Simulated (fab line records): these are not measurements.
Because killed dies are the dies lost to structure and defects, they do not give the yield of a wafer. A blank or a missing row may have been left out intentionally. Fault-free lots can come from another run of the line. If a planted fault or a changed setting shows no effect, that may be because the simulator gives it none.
Code-filled problem report in 8D (eight disciplines) form ; flow n5Finfet ; the parts of the form that need people (team, actions taken, sign-off) are left out

## 1. WHAT WENT WRONG
Wafers without a fault read 25.69 nm, standard deviation 0.23; cdNm at N5_BEOL_M3_CD_MEAS_28 reads a mean of 24.32 nm on 6 wafers belonging to 2 lots. That is -5.9 standard deviations from the usual mean.
The step: target cd 25.7 nm, target cd y 23.3 nm.
First seen on wafer L491.3, day 8 12:46, on cdSem-03. At this step, 24 wafers from 8 lots have a number in the record. The rule behind "out" and "out of limits": a value lying over 4 standard deviations away from the usual mean. All remaining wafers that have a number are taken as sound.

## 2. WHAT THIS IS AND IS NOT
question;is;is not
which readings at this step;cdNm;-
which lots;L491, L492;L485, L490, L497, L500, L502, L507
which wafers of those lots;all that have a number;-
read on which gauges;cdSem-01, cdSem-03;cdSem-02
when;from day 8 12:46;"up to then (6 sound wafers); but 12 sound wafers of L497, L500, L502, L507 came after"

## 3. THE SUSPECTS, EACH WITH WHAT RULES IT OUT
Counting: any tool at a process step up to the reading is kept as a suspect provided that every lot that is out went through it and no sound lot did after the first of them.
- the gauge at N5_BEOL_M3_CD_MEAS_28 is ruled out. 2 gauges (cdSem-01, cdSem-03) read the wafers that are out.
- rieDiel-05 at N5_BEOL_M3_ETCH_63 (etches SiARC in CF4, target depth 15.6 nm, time 26 s): kept. All lots that are out passed through it, beginning with L491 at day 8 11:57, and no sound lot followed; its final sound lot before that point was L490 at day 8 08:23.
- euvScanner-01 at N5_BEOL_M3_EXPOSE_25 (exposes mask V2, defocus 5 nm): kept. All lots that are out passed through it, beginning with L491 at day 8 12:39, and no sound lot followed; its final sound lot before that point was L490 at day 8 09:04. Its own readings are out on those wafers: exposureDoseMJCm2.
Remaining after the count are rieDiel-05 at N5_BEOL_M3_ETCH_63 and euvScanner-01 at N5_BEOL_M3_EXPOSE_25.

## 4. THE CAUSE (what the simulator had put in)
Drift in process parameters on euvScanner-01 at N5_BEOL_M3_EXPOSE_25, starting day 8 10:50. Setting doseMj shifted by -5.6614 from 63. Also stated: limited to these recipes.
Counting leaves 2 suspects; this tool is one of them.

## 5. SEQUENCE OF EFFECTS, ordered by route
Each row: a reading whose mean over the struck wafers that have a number lies more than 3 standard deviations from the usual. Scope: only readings with a usual standard deviation given in the record; hours: median across lots of the time from each lot's start at the first step in this table that gives one to its start at this step; sigmas: change in usual standard deviations.
hours;step;reading;usual;on struck wafers;change;sigmas
0;N5_BEOL_M3_EXPOSE_25;exposureDoseMJCm2;63.7;59.3;-4.4;-5.8
0;N5_BEOL_M3_CD_MEAS_28;cdNm;25.69 nm;24.32;-1.37;-5.9
25;N5_BEOL_M4_RC_MEAS_101;CHAIN_V2;232 ohm/link;263;+31;+4.2
25;N5_BEOL_M4_RC_MEAS_101;CHAIN_V2_max_site;241 ohm/link;272;+31;+3.8
Its process steps:
- N5_BEOL_M3_EXPOSE_25: exposes mask V2, defocus 5 nm.

## 6. HOW IT WOULD HAVE BEEN CAUGHT EARLIER
The first out-of-limits reading at a measuring or inspecting step in this record came at day 8 12:46, 2 hours after the fault's start at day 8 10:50.
Tool's own readings at N5_BEOL_M3_EXPOSE_25, exposureDoseMJCm2: out on all struck wafers the step has rows for; an alarm limit on them would have tripped on the first.
Lots out: 2; of these, L492 started N5_BEOL_M3_EXPOSE_25 on euvScanner-01 after day 8 12:46. A hold on the tool at that time would have spared it.
